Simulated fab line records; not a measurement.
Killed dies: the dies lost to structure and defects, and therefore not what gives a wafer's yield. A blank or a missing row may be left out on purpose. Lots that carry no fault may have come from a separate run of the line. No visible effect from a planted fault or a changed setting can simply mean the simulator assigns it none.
Which of the tools did it? / flow nand harc / 39 wafers from 13 lots sampled at 6 of the route's 1302 steps

## WHAT THE GAUGES SHOWED, per wafer
NHARC_A_M1_THK_MEAS_24: measures by xrf. Usual: thk nm 154.3 nm, standard deviation 1.8.
lot=L850; measured=day 23 11:19; on=film metro-01; thk nm (nm)=155.4 155.8 155.7; flag=
lot=L852; measured=day 23 14:19; on=film metro-01; thk nm (nm)=154.0 154.2 152.4; flag=
lot=L851; measured=day 23 16:11; on=film metro-01; thk nm (nm)=156.7 156.2 153.1; flag=
lot=L853; measured=day 25 02:34; on=film metro-02; thk nm (nm)=151.5 154.5 155.9; flag=
lot=L856; measured=day 25 06:39; on=film metro-01; thk nm (nm)=154.8 153.0 152.2; flag=
lot=L854; measured=day 26 03:34; on=film metro-02; thk nm (nm)=153.9 151.0 154.2; flag=
lot=L855; measured=day 26 06:12; on=film metro-01; thk nm (nm)=151.9 152.2 156.8; flag=
lot=L858; measured=day 26 07:08; on=film metro-01; thk nm (nm)=153.7 155.0 156.6; flag=
lot=L857; measured=day 26 08:58; on=film metro-01; thk nm (nm)=152.3 156.1 158.1; flag=
lot=L866; measured=day 29 20:46; on=film metro-02; thk nm (nm)=158.5 155.1 155.3; flag=
lot=L872; measured=day 32 08:24; on=film metro-02; thk nm (nm)=154.9 153.5 154.0; flag=
lot=L871; measured=day 32 10:51; on=film metro-02; thk nm (nm)=152.9 156.4 153.9; flag=
lot=L873; measured=day 32 11:37; on=film metro-02; thk nm (nm)=153.4 155.3 153.3; flag=

NHARC_A_BONDPAD_THK_MEAS_20: measures by xrf. Usual: thk nm 169.3 nm, standard deviation 1.6.
lot=L850; measured=day 23 15:54; on=film metro-01; thk nm (nm)=169.6 171.9 170.1; flag=
lot=L852; measured=day 23 18:53; on=film metro-02; thk nm (nm)=170.5 168.4 169.5; flag=
lot=L851; measured=day 23 20:50; on=film metro-01; thk nm (nm)=171.4 170.3 169.2; flag=
lot=L853; measured=day 25 07:16; on=film metro-02; thk nm (nm)=167.3 171.6 168.4; flag=
lot=L856; measured=day 25 11:10; on=film metro-02; thk nm (nm)=168.7 170.5 167.2; flag=
lot=L854; measured=day 26 08:11; on=film metro-02; thk nm (nm)=167.1 170.3 169.3; flag=
lot=L855; measured=day 26 10:42; on=film metro-01; thk nm (nm)=167.4 168.9 171.3; flag=
lot=L858; measured=day 26 11:54; on=film metro-02; thk nm (nm)=168.7 169.1 170.8; flag=
lot=L857; measured=day 26 13:43; on=film metro-01; thk nm (nm)=168.1 169.2 167.8; flag=
lot=L866; measured=day 30 01:26; on=film metro-01; thk nm (nm)=170.8 169.4 170.0; flag=
lot=L872; measured=day 32 12:55; on=film metro-02; thk nm (nm)=30.3 30.8 29.8; flag=OFF
lot=L871; measured=day 32 15:29; on=film metro-02; thk nm (nm)=30.7 28.7 28.7; flag=OFF
lot=L873; measured=day 32 16:08; on=film metro-02; thk nm (nm)=167.7 166.9 169.2; flag=

NHARC_END_SORT_01. Usual: defect limited yield is 89.9 % with standard deviation 2.9, killed at array is 64 with standard deviation 20, killed at other is 0.7 with standard deviation 1.1, killed at periphery is 3.6 with standard deviation 2.7, killed dies is 68 with standard deviation 20, killed open is 2.8 with standard deviation 1.9, and killed short is 2.3 with standard deviation 1.5.
lot=L872; measured=day 33 16:53; on=prober-01; defect limited yield (%)=0 0 0; killed at array=674 673 675; killed at other=1 1 0; killed at periphery=2 3 2; killed dies=677 677 677; killed open=5 3 3; killed short=3 5 2; flag=OFF
lot=L871; measured=day 33 16:55; on=prober-02; defect limited yield (%)=0 0 0; killed at array=671 676 676; killed at other=0 0 0; killed at periphery=6 1 1; killed dies=677 677 677; killed open=1 2 2; killed short=1 2 2; flag=OFF

## EACH LOT AND THE TOOL THAT RAN IT (in order: tool; ch and the chambers of the sampled wafers; start)
lot=L850; NHARC_A_M0_DEP_32=pecvd-04 ch 1,2, day 23 07:21; NHARC_A_M1_ETCH_15=rie diel-05 ch 0,2,3, day 23 11:19 or earlier; NHARC_A_BONDPAD_ECD_18=ecd cu-02 ch 0,1, day 23 14:55
lot=L852; NHARC_A_M0_DEP_32=pecvd-04 ch 1,2, day 23 10:38; NHARC_A_M1_ETCH_15=rie diel-05 ch 0,1,2, day 23 14:19 or earlier; NHARC_A_BONDPAD_ECD_18=ecd cu-01 ch 0,1, day 23 17:53
lot=L851; NHARC_A_M0_DEP_32=pecvd-02 ch 1,2, day 23 12:18; NHARC_A_M1_ETCH_15=rie diel-01 ch 1,2,3, day 23 16:11 or earlier; NHARC_A_BONDPAD_ECD_18=ecd cu-02 ch 0,1, day 23 19:51
lot=L853; NHARC_A_M0_DEP_32=pecvd-02 ch 1,2, day 24 22:41; NHARC_A_M1_ETCH_15=rie diel-01 ch 0,3, day 25 02:34 or earlier; NHARC_A_BONDPAD_ECD_18=ecd cu-01 ch 0,1, day 25 06:13
lot=L856; NHARC_A_M0_DEP_32=pecvd-02 ch 0,1,2, day 25 03:00; NHARC_A_M1_ETCH_15=rie diel-05 ch 1,2,3, day 25 06:39 or earlier; NHARC_A_BONDPAD_ECD_18=ecd cu-01 ch 0,1, day 25 10:10
lot=L854; NHARC_A_M0_DEP_32=pecvd-04 ch 0,2, day 25 23:41; NHARC_A_M1_ETCH_15=rie diel-05 ch 1,2,3, day 26 03:34 or earlier; NHARC_A_BONDPAD_ECD_18=ecd cu-02 ch 0,1, day 26 07:09
lot=L855; NHARC_A_M0_DEP_32=pecvd-04 ch 0,2, day 26 02:25; NHARC_A_M1_ETCH_15=rie diel-05 ch 1,2, day 26 06:12 or earlier; NHARC_A_BONDPAD_ECD_18=ecd cu-01 ch 0,1, day 26 09:49
lot=L858; NHARC_A_M0_DEP_32=pecvd-02 ch 0,1,2, day 26 03:16; NHARC_A_M1_ETCH_15=rie diel-05 ch 1,2, day 26 07:08 or earlier; NHARC_A_BONDPAD_ECD_18=ecd cu-01 ch 1, day 26 10:51
lot=L857; NHARC_A_M0_DEP_32=pecvd-04 ch 0,1, day 26 05:10; NHARC_A_M1_ETCH_15=rie diel-03 ch 2,3, day 26 08:58 or earlier; NHARC_A_BONDPAD_ECD_18=ecd cu-02 ch 0,1, day 26 12:43
lot=L866; NHARC_A_M0_DEP_32=pecvd-03 ch 0,1, day 29 16:59; NHARC_A_M1_ETCH_15=rie diel-01 ch 0,1,3, day 29 20:46 or earlier; NHARC_A_BONDPAD_ECD_18=ecd cu-02 ch 0,1, day 30 00:23
lot=L872; NHARC_A_M0_DEP_32=pecvd-04 ch 0,1,2, day 32 04:29; NHARC_A_M1_ETCH_15=rie diel-01 ch 1,3, day 32 08:24 or earlier; NHARC_A_BONDPAD_ECD_18=ecd cu-01 ch 0,1, day 32 11:52
lot=L871; NHARC_A_M0_DEP_32=pecvd-02 ch 1,2, day 32 07:08; NHARC_A_M1_ETCH_15=rie diel-01 ch 0,2,3, day 32 10:51 or earlier; NHARC_A_BONDPAD_ECD_18=ecd cu-02 ch 0,1, day 32 14:29
lot=L873; NHARC_A_M0_DEP_32=pecvd-02 ch 0,1,2, day 32 07:44; NHARC_A_M1_ETCH_15=rie diel-01 ch 0,1,3, day 32 11:37 or earlier; NHARC_A_BONDPAD_ECD_18=ecd cu-01 ch 0,1, day 32 15:09
- NHARC_A_M0_DEP_32: deposits SiCN, target thk 30 nm.
- NHARC_A_M1_ETCH_15: etches the open film in C4F8/Ar, target depth 182.5 nm, time 91.2 s.
- NHARC_A_BONDPAD_ECD_18: material Cu, target thk 400 nm.

## AS READ BY THE TOOLS THEMSELVES (means over the sampled wafers that have a number; for cases with no such wafer, the mark the record gives instead)
NHARC_A_M0_DEP_32. Usual: heater power w 549 W, standard deviation 93; showerhead vpp V 1297 V, standard deviation 78.
lot=L850; tool=pecvd-04; heater power w (W)=534; showerhead vpp V (V)=1362; flag=
lot=L852; tool=pecvd-04; heater power w (W)=482; showerhead vpp V (V)=1374; flag=
lot=L851; tool=pecvd-02; heater power w (W)=591; showerhead vpp V (V)=1269; flag=
lot=L853; tool=pecvd-02; heater power w (W)=561; showerhead vpp V (V)=1247; flag=
lot=L856; tool=pecvd-02; heater power w (W)=558; showerhead vpp V (V)=1249; flag=
lot=L854; tool=pecvd-04; heater power w (W)=597; showerhead vpp V (V)=1331; flag=
lot=L855; tool=pecvd-04; heater power w (W)=623; showerhead vpp V (V)=1335; flag=
lot=L858; tool=pecvd-02; heater power w (W)=555; showerhead vpp V (V)=1247; flag=
lot=L857; tool=pecvd-04; heater power w (W)=558; showerhead vpp V (V)=1301; flag=
lot=L866; tool=pecvd-03; heater power w (W)=579; showerhead vpp V (V)=1243; flag=
lot=L872; tool=pecvd-04; heater power w (W)=547; showerhead vpp V (V)=1330; flag=
lot=L871; tool=pecvd-02; heater power w (W)=527; showerhead vpp V (V)=1248; flag=
lot=L873; tool=pecvd-02; heater power w (W)=543; showerhead vpp V (V)=1241; flag=

NHARC_A_M1_ETCH_15. Usual: oes product au 0.958 a.u., standard deviation 0.024; rf vpp V 439.7 V, standard deviation 2.5.
lot=L850; tool=rie diel-05; oes product au (a.u.)=0.974; rf vpp V (V)=440.4; flag=
lot=L852; tool=rie diel-05; oes product au (a.u.)=0.927; rf vpp V (V)=440.1; flag=
lot=L851; tool=rie diel-01; oes product au (a.u.)=0.968; rf vpp V (V)=437.2; flag=
lot=L853; tool=rie diel-01; oes product au (a.u.)=0.966; rf vpp V (V)=438.4; flag=
lot=L856; tool=rie diel-05; oes product au (a.u.)=0.931; rf vpp V (V)=441.7; flag=
lot=L854; tool=rie diel-05; oes product au (a.u.)=0.975; rf vpp V (V)=442.4; flag=
lot=L855; tool=rie diel-05; oes product au (a.u.)=0.993; rf vpp V (V)=442.1; flag=
lot=L858; tool=rie diel-05; oes product au (a.u.)=0.979; rf vpp V (V)=441.5; flag=
lot=L857; tool=rie diel-03; oes product au (a.u.)=0.964; rf vpp V (V)=443.4; flag=
lot=L866; tool=rie diel-01; oes product au (a.u.)=0.941; rf vpp V (V)=437.7; flag=
lot=L872; tool=rie diel-01; oes product au (a.u.)=0.965; rf vpp V (V)=436.8; flag=
lot=L871; tool=rie diel-01; oes product au (a.u.)=0.973; rf vpp V (V)=438.4; flag=
lot=L873; tool=rie diel-01; oes product au (a.u.)=0.973; rf vpp V (V)=438.0; flag=

NHARC_A_BONDPAD_ECD_18. Usual: bath heat duty pct 6.3 %, standard deviation 0.76; bath temp c 25.00 C, standard deviation 0.096.
lot=L850; tool=ecd cu-02; bath heat duty pct (%)=6.2; bath temp c (C)=25.04; flag=
lot=L852; tool=ecd cu-01; bath heat duty pct (%)=7.1; bath temp c (C)=24.90; flag=
lot=L851; tool=ecd cu-02; bath heat duty pct (%)=5.9; bath temp c (C)=25.05; flag=
lot=L853; tool=ecd cu-01; bath heat duty pct (%)=6.4; bath temp c (C)=24.95; flag=
lot=L856; tool=ecd cu-01; bath heat duty pct (%)=6.5; bath temp c (C)=24.98; flag=
lot=L854; tool=ecd cu-02; bath heat duty pct (%)=5.9; bath temp c (C)=24.98; flag=
lot=L855; tool=ecd cu-01; bath heat duty pct (%)=6.9; bath temp c (C)=24.97; flag=
lot=L858; tool=ecd cu-01; bath heat duty pct (%)=6.8; bath temp c (C)=25.09; flag=
lot=L857; tool=ecd cu-02; bath heat duty pct (%)=5.5; bath temp c (C)=25.01; flag=
lot=L866; tool=ecd cu-02; bath heat duty pct (%)=6.3; bath temp c (C)=24.91; flag=
lot=L872; tool=ecd cu-01; bath heat duty pct (%)=-; bath temp c (C)=-; flag=OFF
lot=L871; tool=ecd cu-02; bath heat duty pct (%)=-; bath temp c (C)=-; flag=OFF
lot=L873; tool=ecd cu-01; bath heat duty pct (%)=6.6; bath temp c (C)=25.03; flag=

## THE ANSWER, worked out from the rows above alone
Rule: a lot is off if the mean of its wafers that have a number lies more than 3 standard deviations from the usual mean. A lot without any number at a reading at which 4 lots or more have one is off too. All remaining lots with rows at the step are treated as sound. After the gauges, taken in route order, come the tools' own readings; for these a lot's mean is taken, as printed above. The first step at which some lot is off is used, and at that step the reading that is off furthest; a lot without a number counts as furthest.
Off at NHARC_A_BONDPAD_THK_MEAS_20 (thk nm): L872, L871.
A tool fits if, at a process step before that reading, it ran every lot that is off, and no sound lot after the first of them. Not tried: the gauges at NHARC_A_BONDPAD_THK_MEAS_20; whatever is off there is also off at NHARC_END_SORT_01, on other tools, and gauge error can't account for it. NHARC_A_M1_ETCH_15: start missing for some lots; hours and lot order therefore follow NHARC_A_M1_THK_MEAS_24. None of those tried fits.

## WHAT THE SIMULATOR HAD INSERTED
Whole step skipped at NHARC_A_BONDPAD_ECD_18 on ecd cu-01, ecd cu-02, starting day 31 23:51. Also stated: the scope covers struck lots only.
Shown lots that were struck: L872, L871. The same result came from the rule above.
